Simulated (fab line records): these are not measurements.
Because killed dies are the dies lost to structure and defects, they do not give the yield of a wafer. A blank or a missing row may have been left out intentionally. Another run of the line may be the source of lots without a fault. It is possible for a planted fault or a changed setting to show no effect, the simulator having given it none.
Code-filled problem report in 8D (eight disciplines) form :: flow n5 finfet :: the parts of the form that need people (team, actions taken, sign-off) are left out

== 1. THE ISSUE ==
spin speed rpm at N5_BEOL_M7_COAT_22 reads a mean of 1578.2 rpm on 6 wafers of 2 lots; wafers without a fault read 1500.1 rpm with a standard deviation of 1.2. Relative to the usual mean, that is a shift of +65 standard deviations.
The step: resist thk 30 nm.
The first sign was on wafer L634.2 at day 13 14:05, on litho track-03. Wafers with a number at this step in the record: 33, from 11 lots. By rule, "out" or "out of limits" means more than 4 standard deviations away from the usual mean. Any other wafer with a number is counted as sound.

== 2. WHAT IT IS, WHAT IT ISN'T ==
question: which readings at this step
is: spin speed rpm
is not: dispense pressure kPa

question: which lots
is: L634, L635
is not: L617, L618, L619, L620, L621, L623, L626, L633, L640

question: which wafers of those lots
is: all that have a number
is not: -

question: read on which tools
is: litho track-03
is not: litho track-04, litho track-05

question: when
is: from day 13 14:05
is not: up to then (24 sound wafers); but 3 sound wafers of L640 came after

== 3. WHAT RULES OUT EACH SUSPECT ==
Counting: a tool stays on the suspect list if, at a process step up to the reading, it processed all lots that are out and no sound lot following the first of them.
- pecvd-02 at N5_BEOL_M6_DEP_56 (deposits SiCN from 3MS/NH3, target thk 10 nm, time 17.5 s): ruled out as a lasting fault. After its first lot that is out, L634 (day 13 11:09), sound lots L640 ran on it.
- litho track-03 at N5_BEOL_M7_COAT_22 (resist thk 30 nm): kept. It ran every lot that is out, first L634 (day 13 14:05), and no sound lot after that; its last sound lot up to then is L633 (day 13 09:34). Its own spin speed rpm readings are out on those wafers.
Left after counting: litho track-03 at N5_BEOL_M7_COAT_22.

== 4. THE CAUSE (what the simulator had put in) ==
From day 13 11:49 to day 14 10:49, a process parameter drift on litho track-03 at N5_BEOL_M7_COAT_22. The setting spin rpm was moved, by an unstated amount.
The count eliminated every tool but this one.

== 5. SEQUENCE OF EFFECTS, ordered by route ==
Each row: a reading whose mean over the struck wafers that have a number lies more than 3 standard deviations from the usual. Scope: only readings with a usual standard deviation given in the record; hours: median across lots of the time from each lot's start at the first step in this table that gives one to its start at this step; sigmas: change in usual standard deviations.
hours: 0
step: N5_BEOL_M7_COAT_22
reading: spin speed rpm
usual: 1500.1 rpm
on struck wafers: 1578.2
change: +78.1
sigmas: +65
It contains these process steps:
- N5_BEOL_M7_COAT_22: resist thk 30 nm.

== 6. WHAT WOULD HAVE CAUGHT IT SOONER ==
In this record no reading fell out of limits until day 13 14:05, 2 hours after the fault had begun at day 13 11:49.
